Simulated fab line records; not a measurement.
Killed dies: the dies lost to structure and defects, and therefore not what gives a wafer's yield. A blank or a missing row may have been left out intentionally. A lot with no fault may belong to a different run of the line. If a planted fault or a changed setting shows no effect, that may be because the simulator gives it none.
Matching of chambers || flow n5_finfet || N5_BEOL_M2_STRIP_19 on rie_diel-04 has 4 sister chambers
The step strips in O2. 8 wafers are shown with their chamber, then 10 later ones without.

== WAFERS PAIRED WITH THEIR CHAMBERS ==
{"wafer": "L085.3", "chamber": 1, "drypump_motor_current_A (A)": 5.8, "oes_product_au (a.u.)": 0.77}
{"wafer": "L085.4", "chamber": 1, "drypump_motor_current_A (A)": 5.8, "oes_product_au (a.u.)": 0.77}
{"wafer": "L085.5", "chamber": 2, "drypump_motor_current_A (A)": 4.8, "oes_product_au (a.u.)": 0.89}
{"wafer": "L087.3", "chamber": 0, "drypump_motor_current_A (A)": 5.6, "oes_product_au (a.u.)": 1.01}
{"wafer": "L087.4", "chamber": 3, "drypump_motor_current_A (A)": 5.7, "oes_product_au (a.u.)": 0.70}
{"wafer": "L087.6", "chamber": 3, "drypump_motor_current_A (A)": 5.6, "oes_product_au (a.u.)": 0.71}
{"wafer": "L088.1", "chamber": 2, "drypump_motor_current_A (A)": 4.7, "oes_product_au (a.u.)": 0.87}
{"wafer": "L088.3", "chamber": 0, "drypump_motor_current_A (A)": 5.6, "oes_product_au (a.u.)": 0.96}

== WAFERS WITHOUT THEIR CHAMBER ==
{"wafer": "L088.4", "drypump_motor_current_A (A)": 5.5, "oes_product_au (a.u.)": 0.96}
{"wafer": "L089.1", "drypump_motor_current_A (A)": 5.6, "oes_product_au (a.u.)": 0.97}
{"wafer": "L089.2", "drypump_motor_current_A (A)": 4.8, "oes_product_au (a.u.)": 0.87}
{"wafer": "L089.6", "drypump_motor_current_A (A)": 5.6, "oes_product_au (a.u.)": 0.70}
{"wafer": "L091.4", "drypump_motor_current_A (A)": 5.6, "oes_product_au (a.u.)": 0.94}
{"wafer": "L091.5", "drypump_motor_current_A (A)": 5.7, "oes_product_au (a.u.)": 0.70}
{"wafer": "L091.6", "drypump_motor_current_A (A)": 4.8, "oes_product_au (a.u.)": 0.86}
{"wafer": "L093.1", "drypump_motor_current_A (A)": 4.7, "oes_product_au (a.u.)": 0.86}
{"wafer": "L093.2", "drypump_motor_current_A (A)": 5.5, "oes_product_au (a.u.)": 0.93}
{"wafer": "L093.5", "drypump_motor_current_A (A)": 5.7, "oes_product_au (a.u.)": 0.68}

== WHICH CHAMBER EACH WENT THROUGH ==
{"wafer": "L088.4", "from the rows above": 0, "in truth": 0}
{"wafer": "L089.1", "from the rows above": 0, "in truth": 0}
{"wafer": "L089.2", "from the rows above": 2, "in truth": 2}
{"wafer": "L089.6", "from the rows above": 3, "in truth": 3}
{"wafer": "L091.4", "from the rows above": 0, "in truth": 0}
{"wafer": "L091.5", "from the rows above": 3, "in truth": 3}
{"wafer": "L091.6", "from the rows above": 2, "in truth": 2}
{"wafer": "L093.1", "from the rows above": 2, "in truth": 2}
{"wafer": "L093.2", "from the rows above": 0, "in truth": 0}
{"wafer": "L093.5", "from the rows above": 3, "in truth": 3}
10 of 10 placed correctly. Left unplaced by these rows: 0. Wrongly placed: 0.
How it was worked out, from the rows above alone: a wafer's distance from a chamber is the root of the sum, over the readings, of the square of ((its reading less the chamber's mean) divided by the reading's scatter). The wafer belongs to the nearest chamber; if the next one is less than 2 further off, it can't be placed. A chamber's mean is the mean of its shown wafers. How the scatter is found: for the shown wafers, subtract from each reading the mean of its chamber, square and add these, divide the total by (wafers less chambers), then take the root.
